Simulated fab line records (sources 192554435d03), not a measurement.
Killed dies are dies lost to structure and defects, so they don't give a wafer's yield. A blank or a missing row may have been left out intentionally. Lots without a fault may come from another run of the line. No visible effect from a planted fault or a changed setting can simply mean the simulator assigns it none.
Split-lot study / flow n5 finfet / 7 lots, 21 wafers read, on a route of 1938 steps

== THE SPLIT ITSELF ==
At N5_BEOL_M2_ETCH_74 (etches underlayer in N2/H2, target depth 6.5 nm, time 5.2 s), the setting source w was moved away from the recipe's 840 W on 5 of the 21 wafers read, by -14.3% to +16.9%. The other wafers ran this setting at the recipe's value.

Reading taken at the split's own step.

== THE READING ==
rf vpp V, in V, at N5_BEOL_M2_ETCH_74 (etches underlayer in N2/H2, target depth 6.5 nm, time 5.2 s). Typical for fault-free wafers on this fab line: 523.8 V, with standard deviation 2 V.

wafer=L074.3; tool, chamber at the split=rie diel-04, 2; source w as run, W=840; against the recipe=recipe; rf vpp V, V=525.5; against lot-mates on the recipe=-
wafer=L074.4; tool, chamber at the split=rie diel-04, 0; source w as run, W=840; against the recipe=recipe; rf vpp V, V=524.3; against lot-mates on the recipe=-
wafer=L074.6; tool, chamber at the split=rie diel-04, 2; source w as run, W=840; against the recipe=recipe; rf vpp V, V=521.3; against lot-mates on the recipe=-
wafer=L076.1; tool, chamber at the split=rie diel-04, 1; source w as run, W=840; against the recipe=recipe; rf vpp V, V=526.5; against lot-mates on the recipe=-
wafer=L076.3; tool, chamber at the split=rie diel-04, 3; source w as run, W=840; against the recipe=recipe; rf vpp V, V=525.2; against lot-mates on the recipe=-
wafer=L076.4; tool, chamber at the split=rie diel-04, 0; source w as run, W=840; against the recipe=recipe; rf vpp V, V=524.6; against lot-mates on the recipe=-
wafer=L085.1; tool, chamber at the split=rie diel-01, 3; source w as run, W=719.5; against the recipe=-14.3%; rf vpp V, V=549.6; against lot-mates on the recipe=+23.9
wafer=L085.2; tool, chamber at the split=rie diel-01, 1; source w as run, W=840; against the recipe=recipe; rf vpp V, V=527.3; against lot-mates on the recipe=-
wafer=L085.6; tool, chamber at the split=rie diel-01, 3; source w as run, W=840; against the recipe=recipe; rf vpp V, V=524.2; against lot-mates on the recipe=-
wafer=L086.1; tool, chamber at the split=rie diel-04, 0; source w as run, W=840; against the recipe=recipe; rf vpp V, V=523.2; against lot-mates on the recipe=-
wafer=L086.4; tool, chamber at the split=rie diel-04, 0; source w as run, W=840; against the recipe=recipe; rf vpp V, V=521.5; against lot-mates on the recipe=-
wafer=L086.6; tool, chamber at the split=rie diel-04, 1; source w as run, W=840; against the recipe=recipe; rf vpp V, V=526.8; against lot-mates on the recipe=-
wafer=L089.1; tool, chamber at the split=rie diel-01, 3; source w as run, W=840; against the recipe=recipe; rf vpp V, V=521.3; against lot-mates on the recipe=-
wafer=L089.4; tool, chamber at the split=rie diel-01, 0; source w as run, W=840; against the recipe=recipe; rf vpp V, V=523.6; against lot-mates on the recipe=-
wafer=L089.6; tool, chamber at the split=rie diel-01, 3; source w as run, W=840; against the recipe=recipe; rf vpp V, V=523.2; against lot-mates on the recipe=-
wafer=L090.1; tool, chamber at the split=rie diel-04, 0; source w as run, W=898.9; against the recipe=+7.0%; rf vpp V, V=512.4; against lot-mates on the recipe=-12.1
wafer=L090.3; tool, chamber at the split=rie diel-04, 2; source w as run, W=840; against the recipe=recipe; rf vpp V, V=524.5; against lot-mates on the recipe=-
wafer=L090.6; tool, chamber at the split=rie diel-04, 3; source w as run, W=898.9; against the recipe=+7.0%; rf vpp V, V=514.8; against lot-mates on the recipe=-9.7
wafer=L093.4; tool, chamber at the split=rie diel-05, 3; source w as run, W=840; against the recipe=recipe; rf vpp V, V=521.8; against lot-mates on the recipe=-
wafer=L093.5; tool, chamber at the split=rie diel-05, 2; source w as run, W=982.1; against the recipe=+16.9%; rf vpp V, V=496.1; against lot-mates on the recipe=-25.7
wafer=L093.6; tool, chamber at the split=rie diel-05, 1; source w as run, W=982.1; against the recipe=+16.9%; rf vpp V, V=495.6; against lot-mates on the recipe=-26.2

FIT RESULTS
A straight line over all 21 wafers: rf vpp V changes by -1.68 V for each +1% of source w; r = -0.99; the points scatter about the line by 1.8 V.
The same after taking each lot's own level away (the mean of its wafers on the recipe; 21 wafers): -1.57 V for each +1%; r = -0.99; scatter 1.4 V.
That fit puts the effect of the largest move of source w on the reading at 27 V.
The lots' own levels span 521.80 to 525.75 V, that is 2.0 times the standard deviation above.
The two slopes are in agreement: the lot-to-lot level therefore moves the slope only a little.
Check: -26.8 V against its lot-mates is what the line predicts for one of the wafers moved furthest among these (+16.9%) when that wafer is left out of the fit. Against them it came out at -25.7 V.
Tool readings at the split's step, against how far the setting was moved: etch rf on time s r = -0.86; rf vpp V r = -0.99.

== THE WHOLE CHAIN: every reading that the file lists as answering this split, in the file's order ==
step=N5_BEOL_M2_ETCH_74; what it does=etches underlayer in N2/H2, target depth 6.5 nm, time 5.2 s; reading=etch rf on time s; change (the file's fit)=withheld for each +1% of the setting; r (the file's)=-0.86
step=N5_BEOL_M2_ETCH_74; what it does=etches underlayer in N2/H2, target depth 6.5 nm, time 5.2 s; reading=rf vpp V; change (the file's fit)=-1.58 V for each +1% of the setting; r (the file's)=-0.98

== THE FILE'S OWN FIT ==
rf vpp V changes by -1.58 V for each +1% of source w, r = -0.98.
